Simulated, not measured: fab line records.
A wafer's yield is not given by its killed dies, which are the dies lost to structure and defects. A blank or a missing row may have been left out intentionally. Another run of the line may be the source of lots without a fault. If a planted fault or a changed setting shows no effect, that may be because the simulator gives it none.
Struck lot and sound lot, side by side + flow n5-finfet + 40 steps out of a route of 1938
Sound: the wafers L425.3, L425.4, L425.5. Wafers struck: L441.1, L441.4, L441.5. The cause comes at the end.
Each step with rows lists, per side, the tool, then ch with its chambers, then its first start. Under that, the readings that differ: sound wafers + struck wafers + difference of the means + sigmas: that difference in standard deviations of wafers without a fault.
alike: same words and numbers on both sides, and readings whose means sit less than 2 such deviations apart. not compared: any withheld reading, any reading some wafer has no value for, any bound like >300 that may hide the same value, and any number with overlapping values for which the record gives no deviation.
The two part at a step that has a row with sigmas, a row that says differs or no value, or rows on one side only. Numbers that have no deviation but don't overlap get no sigmas and don't part them. Lack of a reading on every wafer of one side parts them only where that side has two or more wafers.

first, 11 steps without rows for these wafers: N5_DUMMY_GATE_PRECLEAN_46 (cleans in DIW, time 89.5 s); N5_DUMMY_GATE_SRD_47 (dry time 32 s); N5_DUMMY_GATE_CMP_04 (polishes a-Si); N5_DUMMY_GATE_HM_DEP_06 (deposits SiNx from DCS/NH3, target thk 80 nm, time 5141 s); N5_DUMMY_GATE_PECVD_30 (deposits SiO2 from TEOS/O2, target thk 55 nm, time 10.8 s); N5_DUMMY_GATE_COAT_34 (time 60 s, resist thk 60 nm); N5_DUMMY_GATE_COAT_35 (time 60 s, resist thk 10 nm); N5_DUMMY_GATE_COAT_28 (time 60 s, resist thk 10 nm); N5_DUMMY_GATE_COAT_09 (resist thk 30 nm); N5_DUMMY_GATE_EBR_11; N5_DUMMY_GATE_SOFTBAKE_10 (time 60 s).
N5_DUMMY_GATE_EXPOSE_12: exposes mask GATE, target cd 25 nm.
  sound on euv-scanner-01 ch 0, day 3 21:41; struck on euv-scanner-01 ch 0, day 7 22:32
| reading              | sound          | struck         | difference | sigmas |
|----------------------|----------------|----------------|------------|--------|
| exposure-dose-mJ-cm2 | 34.7 34.7 34.6 | 38.7 38.6 38.7 | +4.0       | +12    |
  alike: mask
then, 2 steps without rows for these wafers: N5_DUMMY_GATE_PEB_13 (peb time 60 s); N5_DUMMY_GATE_DEVELOP_14 (develop time 30 s).
N5_DUMMY_GATE_CD_MEAS_15: target cd 25.8 nm.
  sound on cd-sem-02 ch 0, day 3 21:49; struck on cd-sem-02 ch 0, day 7 22:40
| reading    | sound             | struck            | difference | sigmas |
|------------|-------------------|-------------------|------------|--------|
| cd-nm (nm) | 25.25 25.02 24.78 | 22.90 23.12 23.26 | -1.92      | -7     |
then, 6 steps without rows for these wafers: N5_DUMMY_GATE_DESCUM_20 (chemistry O2, time 6.2 s); N5_DUMMY_GATE_ETCH_29 (etches underlayer in N2/H2, target depth 13 nm); N5_DUMMY_GATE_ETCH_36 (etches SiARC in CF4, target depth 13 nm); N5_DUMMY_GATE_ETCH_37 (etches SOC in N2/H2, target depth 60 nm, overetch 30 nm); N5_DUMMY_GATE_STRIP_38 (strips in N2/H2); N5_DUMMY_GATE_STRIP_39 (strips in N2/H2).
N5_DUMMY_GATE_TRIM_49: chemistry O2, time 29 s, target cd 14 nm.
  sound on rie-si-02 ch 1,2,3, day 3 22:10; struck on rie-si-01 ch 1,2, day 7 23:01
| reading                     | sound        | struck         | difference | sigmas |
|-----------------------------|--------------|----------------|------------|--------|
| model.DUMMY_GATE.cd-nm (nm) | 14 13.4 14.2 | 12.2 11.4 12.4 | -1.9       |        |
  alike: drypump-motor-current-A, oes-product-au, throttle-valve-pct
  not compared: rf-hours-counter-h
then, 1 step without rows for these wafers: N5_DUMMY_GATE_STRIP_40 (strips in CF4).
N5_DUMMY_GATE_CD_MEAS_50: target cd 14 nm.
  struck on cd-sem-01, day 7 23:18; sound on cd-sem-02, day 3 22:19
| reading    | sound          | struck         | difference | sigmas |
|------------|----------------|----------------|------------|--------|
| cd-nm (nm) | 14.0 13.5 14.2 | 12.3 11.6 12.0 | -1.9       | -4     |
then, 6 steps without rows for these wafers: N5_DUMMY_GATE_ETCH_31 (etches SiO2 in C4F6/O2, target depth 82.5 nm, time 27.5 s); N5_DUMMY_GATE_STRIP_41 (strips in O2); N5_DUMMY_GATE_HM_OPEN_21 (chemistry CH3F/O2, target SiNx, target depth 120 nm, time 171.4 s); N5_DUMMY_GATE_ETCH_32 (etches SiO2 in CF4, target depth 3.5 nm, time 3.9 s); N5_DUMMY_GATE_ETCH_23 (etches poly-Si in HBr/Cl2/O2, target depth 41 nm, time 22.3 s); N5_DUMMY_GATE_ETCH_44 (etches poly-Si in HBr/O2, stops on SiO2, target depth 127.5 nm).
N5_DUMMY_GATE_CD_MEAS_24: target cd 15 nm.
  struck on cd-sem-01, day 7 23:48; sound on cd-sem-01, day 3 22:49
| reading    | sound          | struck         | difference | sigmas |
|------------|----------------|----------------|------------|--------|
| cd-nm (nm) | 14.8 14.3 15.3 | 13.3 12.4 12.9 | -1.9       | -3     |
N5_DUMMY_GATE_ETCH_42: etches SiO2 in CHF3/O2, target depth 3.5 nm, time 31 s.
  sound on rie-diel-03 ch 0,1, day 3 22:51; struck on rie-diel-03 ch 1,2,3, day 7 23:51
| reading                     | sound        | struck       | difference | sigmas |
|-----------------------------|--------------|--------------|------------|--------|
| model.DUMMY_GATE.cd-nm (nm) | 14.6 14 15.4 | 13.2 12.2 13 | -1.9       |        |
  alike: drypump-motor-current-A, oes-product-au, rf-vpp-V, showerhead-plenum-p-Torr, throttle-valve-pct
  not compared: rf-hours-counter-h
then, 6 steps without rows for these wafers: N5_DUMMY_GATE_STRIP_48 (strips in N2/H2, time 20 s); N5_DUMMY_GATE_PRECLEAN_33 (cleans in dHF, time 10 s); N5_DUMMY_GATE_PRECLEAN_25 (cleans in O3/DIW, time 45 s); N5_DUMMY_GATE_PRECLEAN_51 (cleans in SC2, time 45 s); N5_DUMMY_GATE_SRD_26 (time 30 s); N5_DUMMY_GATE_UV_OZONE_45 (time 120 s).
-- record jumps: 5 days separate the struck wafers' starts on either side; left off in module DUMMY_GATE, taken up again in module BEOL_M4, whose first shown step is the route's number 1111 --
N5_BEOL_M4_RC_MEAS_101:
  sound on prober-01 ch 0, day 9 08:56; struck on prober-02 ch 0, day 13 00:05
| reading        | sound          | struck         | difference | sigmas |
|----------------|----------------|----------------|------------|--------|
| DIBL_N (mV/V)  | 36.2 40.4 35.9 | 42.0 46.2 42.0 | +5.9       | +2     |
| DIBL_P (mV/V)  | 35 41 35       | 43 47 42       | +7         | +2     |
| IOFF_N (nA/um) | 0.14 0.23 0.14 | 0.29 0.46 0.27 | +0.17      | +3     |
| IOFF_P (nA/um) | 0.17 0.26 0.18 | 0.31 0.44 0.30 | +0.15      | +3     |
| SS_N (mV/dec)  | 71.3 72.6 71.8 | 73.9 74.5 73.7 | +2.1       | +2     |
| SS_P (mV/dec)  | 72.7 74.7 72.9 | 75.5 76.4 75.0 | +2.2       | +2     |
| VT_N (mV)      | 254 250 252    | 245 239 248    | -8         | -2     |
  alike: ION_N, ION_P, VT_P
-- the record jumps here: 4 days lie between the struck wafers' starts before and after (it left off in module BEOL_M4 and takes up again in module PASSIVATION, whose first step shown is number 1936 of the route) --
N5_PASSIVATION_PROBE_49:
  struck on prober-01, day 17 10:56; sound on prober-02, day 13 23:49
| reading                  | sound          | struck         | difference | sigmas |
|--------------------------|----------------|----------------|------------|--------|
| defect-limited-yield (%) | 93.3 92.4 92.3 | 87.8 80.3 82.3 | -9.2       | -7     |
| killed-at-front-end      | 26 33 39       | 104 182 143    | +110       | +10    |
| killed-dies              | 79 90 91       | 144 233 209    | +109       | +7     |
| sort_bin_4_leakage (%)   | 0 0 0          | 0.3 30.3 0     | +10.2      | +12    |
| sort_bin_5_function (%)  | 3.9 4.1 4.4    | 9.2 15.5 13.2  | +8.5       | +10    |
| sort-n-pass              | 1101 1090 1089 | 1032 590 971   | -229       | -8     |
| sort-yield-pct (%)       | 93.3 92.4 92.3 | 87.5 50.0 82.3 | -19.4      | -8     |
  alike: killed_at_M0_to_M3, killed_at_M4_up, killed-at-contacts, killed-at-other, killed-open, killed-short, sort_bin_6_memory, sort_bin_8_speed

WHERE THEY PART
First at N5_DUMMY_GATE_EXPOSE_12; last, within this record, at N5_PASSIVATION_PROBE_49.

WHY: whatever the simulator had introduced
Drift in process parameters on euv-scanner-01 at N5_DUMMY_GATE_EXPOSE_12, starting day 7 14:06. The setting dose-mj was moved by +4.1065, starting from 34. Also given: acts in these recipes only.
